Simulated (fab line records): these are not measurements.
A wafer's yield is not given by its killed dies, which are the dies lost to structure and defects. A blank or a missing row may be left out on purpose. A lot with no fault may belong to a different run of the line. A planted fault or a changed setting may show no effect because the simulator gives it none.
A lot that was struck, set against a sound lot	flow nand harc	14 out of 1159 route steps
Sound: wafers L937.1, L937.4, L937.6. Struck: wafers L941.2, L941.5. (L941.3 of the same lot was not struck and is left out.) The cause comes at the end.
Each step with rows lists, per side, the tool, then ch with its chambers, then its first start. Under that, the readings that differ: sound wafers	struck wafers	difference of the means	sigmas: that difference in standard deviations of wafers without a fault.
alike: same words and numbers on both sides, and readings whose means sit less than 2 such deviations apart. not compared: any withheld reading, any reading some wafer has no value for, any bound like >300 that may hide the same value, and any number with overlapping values for which the record gives no deviation.
Wherever a step has rows on one side only, a row that says differs or no value, or a row with sigmas, the two part there. When numbers do not overlap yet have no deviation, they are printed without sigmas and do not part them. Lack of a reading on every wafer of one side parts them only where that side has two or more wafers.

first, 1 step without rows for these wafers: NHARC_A_ONON_D1_DEP_06 (target thk 1000 nm).
NHARC_A_ONON_D1_THK_MEAS_08: measures by ellipsometry.
  sound on film metro-01 at day 8 05:48; struck on film metro-02 at day 9 12:18
reading	sound	struck	difference	sigmas
thk nm (nm)	1014 1013 1012	991 993	-21	-2
then NHARC_A_ONON_D1_DEP_09 (target thk 1000 nm), 1 step lacking rows for these wafers.
NHARC_A_ONON_D1_THK_MEAS_11: measures by ellipsometry.
  sound on film metro-01 at day 8 06:22; struck on film metro-01 at day 9 12:52
  alike: thk nm
then NHARC_A_ONON_D1_DEP_12 (target thk 1000 nm), 1 step lacking rows for these wafers.
NHARC_A_ONON_D1_THK_MEAS_14: measures by ellipsometry.
  sound on film metro-02 at day 8 06:58; struck on film metro-01 at day 9 13:26
  alike: thk nm
then, 2 steps without rows for these wafers: NHARC_A_ONON_D1_ANNEAL_15 (time 3600 s); NHARC_A_ONON_D1_DEP_16 (target thk 1000 nm).
NHARC_A_ONON_D1_THK_MEAS_18: measures by ellipsometry.
  sound on film metro-01 at day 8 14:48; struck on film metro-01 at day 10 00:13
  alike: thk nm
then NHARC_A_ONON_D1_DEP_19 (target thk 1000 nm), 1 step lacking rows for these wafers.
NHARC_A_ONON_D1_THK_MEAS_21: measures by ellipsometry.
  sound on film metro-01 at day 8 15:22; struck on film metro-02 at day 10 00:46
  alike: thk nm
NHARC_A_ONON_D1_DEP_22: target thk 1000 nm.
  sound on pecvd onon-04 ch 0, day 8 15:25; struck on pecvd onon-02 ch 0, day 10 00:53
NHARC_A_ONON_D1_THK_MEAS_24: measures by ellipsometry.
  sound on film metro-02 at day 8 15:56; struck on film metro-02 at day 10 01:21
reading	sound	struck	difference	sigmas
thk nm (nm)	972 973 973	918 919	-54	-5
then NHARC_A_ONON_D1_DEP_25 (target thk 1000 nm), 1 step lacking rows for these wafers.

## WHERE THEY PART
Last at NHARC_A_ONON_D1_THK_MEAS_24 as far as this record goes, first at NHARC_A_ONON_D1_THK_MEAS_08.

WHY: whatever the simulator had introduced
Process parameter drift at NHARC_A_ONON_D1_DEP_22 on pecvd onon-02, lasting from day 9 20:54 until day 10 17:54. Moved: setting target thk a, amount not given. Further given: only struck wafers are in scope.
